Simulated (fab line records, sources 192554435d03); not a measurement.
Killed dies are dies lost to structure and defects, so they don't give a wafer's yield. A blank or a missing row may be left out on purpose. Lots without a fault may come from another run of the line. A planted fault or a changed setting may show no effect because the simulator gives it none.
Split-lot experiment | flow n5_finfet | 7 lots, 21 wafers read, on a route of 1938 steps

THE SPLIT
At N5_SD_EPI_N_COAT_33 (time 60 s, resist thk 35 nm), the setting spin_rpm was moved away from the recipe's 1500 rpm on 6 of the 21 wafers read, by -7.4% to +7.9%. The other wafers ran this setting at the recipe's value.

FROM THE SPLIT TO THE READING: what the file shows between them, 3 steps
- N5_SD_EPI_N_COAT_03: resist thk 150 nm
- N5_SD_EPI_N_EBR_05
- N5_SD_EPI_N_DESCUM_14: chemistry O2, time 7.9 s

THE READING
etch.depth_nm (the simulator's own value, which no gauge read), in nm, at N5_SD_EPI_N_ETCH_34 (etches SiARC in CF4, target depth 45.5 nm, time 75.8 s). The file gives no usual value for it. The 15 wafers here that ran the recipe average 34.97 nm, standard deviation 0.12 nm.

wafer  | tool, chamber at the split | spin_rpm as run, rpm | against the recipe | etch.depth_nm, nm | against lot-mates on the recipe
L079.3 | litho_track-04, 0          | 1500                 | recipe             | 34.9              | -
L079.5 | litho_track-04, 0          | 1618                 | +7.9%              | 33.68             | -1.20
L079.6 | litho_track-04, 0          | 1500                 | recipe             | 34.87             | -
L081.2 | litho_track-04, 0          | 1389                 | -7.4%              | 36.2              | +1.31
L081.4 | litho_track-04, 0          | 1500                 | recipe             | 34.89             | -
L081.6 | litho_track-04, 0          | 1389                 | -7.4%              | 36.33             | +1.44
L087.2 | litho_track-02, 0          | 1593                 | +6.2%              | 34.03             | -1.05
L087.3 | litho_track-02, 0          | 1500                 | recipe             | 35.06             | -
L087.6 | litho_track-02, 0          | 1500                 | recipe             | 35.09             | -
L090.1 | litho_track-04, 0          | 1500                 | recipe             | 34.83             | -
L090.2 | litho_track-04, 0          | 1500                 | recipe             | 34.84             | -
L090.6 | litho_track-04, 0          | 1500                 | recipe             | 34.74             | -
L091.1 | litho_track-03, 0          | 1500                 | recipe             | 35.04             | -
L091.4 | litho_track-03, 0          | 1500                 | recipe             | 34.98             | -
L091.5 | litho_track-03, 0          | 1500                 | recipe             | 34.94             | -
L096.3 | litho_track-02, 0          | 1403                 | -6.5%              | 36.04             | +1.06
L096.5 | litho_track-02, 0          | 1403                 | -6.5%              | 36.17             | +1.19
L096.6 | litho_track-02, 0          | 1500                 | recipe             | 34.98             | -
L097.3 | litho_track-02, 0          | 1500                 | recipe             | 35.16             | -
L097.4 | litho_track-02, 0          | 1500                 | recipe             | 35.05             | -
L097.5 | litho_track-02, 0          | 1500                 | recipe             | 35.15             | -

THE FIT
A straight line over all 21 wafers: etch.depth_nm changes by -0.169 nm for each +1% of spin_rpm; r = -0.99; the points scatter about the line by 0.11 nm.
The same after taking each lot's own level away (the mean of its wafers on the recipe; 21 wafers): -0.172 nm for each +1%; r = -1.00; scatter 0.062 nm.
On that fit, the largest move of spin_rpm shifts the reading by 1.4 nm.
The lots' own levels span 34.803 to 35.120 nm, that is 2.7 times the standard deviation above.
So the lot-to-lot level changes the slope little: the two slopes agree.
Check: with one of the wafers moved furthest among these (+7.9%) left out of the fit, the line predicts -1.4 nm for it against its lot-mates. It came out at -1.2 nm against them.

OTHER SPLITS ON THESE WAFERS
These wafers also went through other splits before the reading. Each is held against what the fit with the lots' levels taken away leaves over:
other split on the same wafers | wafers away from the commonest value | r with etch.depth_nm (lot level and that fit taken away)
N5_DUMMY_GATE_COAT_34 spin_rpm | 6                                    | -0.25

THE WHOLE CHAIN: every reading that the file lists as answering this split, in the file's order
step                | what it does                                           | reading                                                                                   | change (the file's fit)               | r (the file's)
N5_SD_EPI_N_COAT_33 | time 60 s, resist thk 35 nm                            | SiARC_of_SD_EPI_N_COAT_33.thk_nm (the simulator's own value, which no gauge read)         | -0.176 nm for each +1% of the setting | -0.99
N5_SD_EPI_N_ETCH_34 | etches SiARC in CF4, target depth 45.5 nm, time 75.8 s | CAR-ArF-block_of_SD_EPI_N_COAT_03.thk_nm (the simulator's own value, which no gauge read) | +0.182 nm for each +1% of the setting | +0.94
N5_SD_EPI_N_ETCH_34 | etches SiARC in CF4, target depth 45.5 nm, time 75.8 s | etch.depth_nm (the simulator's own value, which no gauge read)                            | -0.17 nm for each +1% of the setting  | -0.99

THE FILE'S OWN FIT
etch.depth_nm changes by -0.17 nm for each +1% of spin_rpm, r = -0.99.
